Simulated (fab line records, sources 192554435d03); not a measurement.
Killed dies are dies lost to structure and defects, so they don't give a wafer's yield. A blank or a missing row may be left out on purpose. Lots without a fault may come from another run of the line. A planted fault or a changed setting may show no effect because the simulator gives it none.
Chamber matching | flow n5_finfet | N5_DUMMY_REMOVAL_STRIP_10 on rie_diel-05: 4 sister chambers
The step strips in N2/H2, time 40 s. 30 wafers are shown with their chamber, then 12 later ones without.

WAFERS WITH THEIR CHAMBER
wafer  | chamber | drypump_motor_current_A (A) | showerhead_plenum_p_Torr (Torr) | throttle_valve_pct (%)
L075.1 | 3       | 5.1                         | 3.33                            | 12.5
L075.2 | 1       | 5.6                         | 3.50                            | 12.2
L075.6 | 3       | 5.1                         | 3.33                            | 12.5
L076.1 | 3       | 5.1                         | 3.32                            | 12.5
L076.3 | 1       | 5.6                         | 3.50                            | 12.2
L076.6 | 1       | 5.6                         | 3.50                            | 12.2
L081.1 | 2       | 6.2                         | 3.46                            | 11.8
L081.3 | 0       | 5.3                         | 3.27                            | 11.7
L081.6 | 2       | 6.2                         | 3.46                            | 11.8
L082.2 | 3       | 5.1                         | 3.32                            | 12.6
L082.4 | 1       | 5.6                         | 3.49                            | 12.2
L082.5 | 3       | 5.1                         | 3.32                            | 12.6
L083.1 | 1       | 5.6                         | 3.49                            | 12.3
L083.4 | 3       | 5.1                         | 3.32                            | 12.6
L083.5 | 1       | 5.6                         | 3.49                            | 12.2
L084.1 | 0       | 5.3                         | 3.26                            | 11.7
L084.5 | 1       | 5.6                         | 3.49                            | 12.2
L084.6 | 0       | 5.2                         | 3.26                            | 11.7
L085.1 | 1       | 5.6                         | 3.49                            | 12.3
L085.4 | 0       | 5.2                         | 3.26                            | 11.7
L085.5 | 1       | 5.6                         | 3.49                            | 12.3
L087.1 | 1       | 5.6                         | 3.49                            | 12.3
L087.5 | 1       | 5.6                         | 3.49                            | 12.2
L087.6 | 2       | 6.2                         | 3.46                            | 11.9
L088.2 | 1       | 5.6                         | 3.49                            | 12.3
L088.3 | 3       | 5.1                         | 3.31                            | 12.6
L088.5 | 3       | 5.1                         | 3.31                            | 12.6
L089.1 | 1       | 5.6                         | 3.49                            | 12.3
L089.3 | 3       | 5.1                         | 3.31                            | 12.6
L089.4 | 0       | 5.3                         | 3.26                            | 11.7

SIGNATURES (means of the wafers above)
reading                  | chamber 0 | chamber 1 | chamber 2 | chamber 3 | scatter within a chamber
drypump_motor_current_A  | 5.260     | 5.600     | 6.200     | 5.100     | 0.0215
showerhead_plenum_p_Torr | 3.2620    | 3.4923    | 3.4600    | 3.3189    | 0.00555
throttle_valve_pct       | 11.700    | 12.246    | 11.833    | 12.567    | 0.0476
Rule: a wafer's distance from a chamber is the root of the sum, over the readings, of the square of ((its reading less the chamber's mean) divided by the reading's scatter). The wafer belongs to the nearest chamber; if the next one is less than 2 further off, it can't be placed. The scatter: the root of (the sum of the squares of (reading less its chamber's mean) over the shown wafers, divided by (wafers less chambers)).

WAFERS WITHOUT THEIR CHAMBER
wafer  | drypump_motor_current_A (A) | showerhead_plenum_p_Torr (Torr) | throttle_valve_pct (%)
L091.1 | 5.1                         | 3.31                            | 12.6
L091.2 | 6.2                         | 3.45                            | 11.9
L091.4 | 5.2                         | 3.26                            | 11.7
L092.4 | 5.2                         | 3.26                            | 11.7
L092.5 | 5.3                         | 3.26                            | 11.7
L092.6 | 5.1                         | 3.31                            | 12.6
L095.1 | 5.1                         | 3.31                            | 12.6
L095.3 | 5.2                         | 3.25                            | 11.7
L095.5 | 6.2                         | 3.45                            | 11.9
L096.1 | 5.1                         | 3.31                            | 12.6
L096.5 | 6.2                         | 3.45                            | 11.9
L096.6 | 5.6                         | 3.48                            | 12.3

WHICH CHAMBER EACH WENT THROUGH
wafer  | from the rows above | in truth
L091.1 | 3                   | 3
L091.2 | 2                   | 2
L091.4 | 0                   | 0
L092.4 | 0                   | 0
L092.5 | 0                   | 0
L092.6 | 3                   | 3
L095.1 | 3                   | 3
L095.3 | 0                   | 0
L095.5 | 2                   | 2
L096.1 | 3                   | 3
L096.5 | 2                   | 2
L096.6 | 1                   | 1
Placed correctly: 12 of 12. Can't be placed from these rows: 0. Placed wrongly: 0.
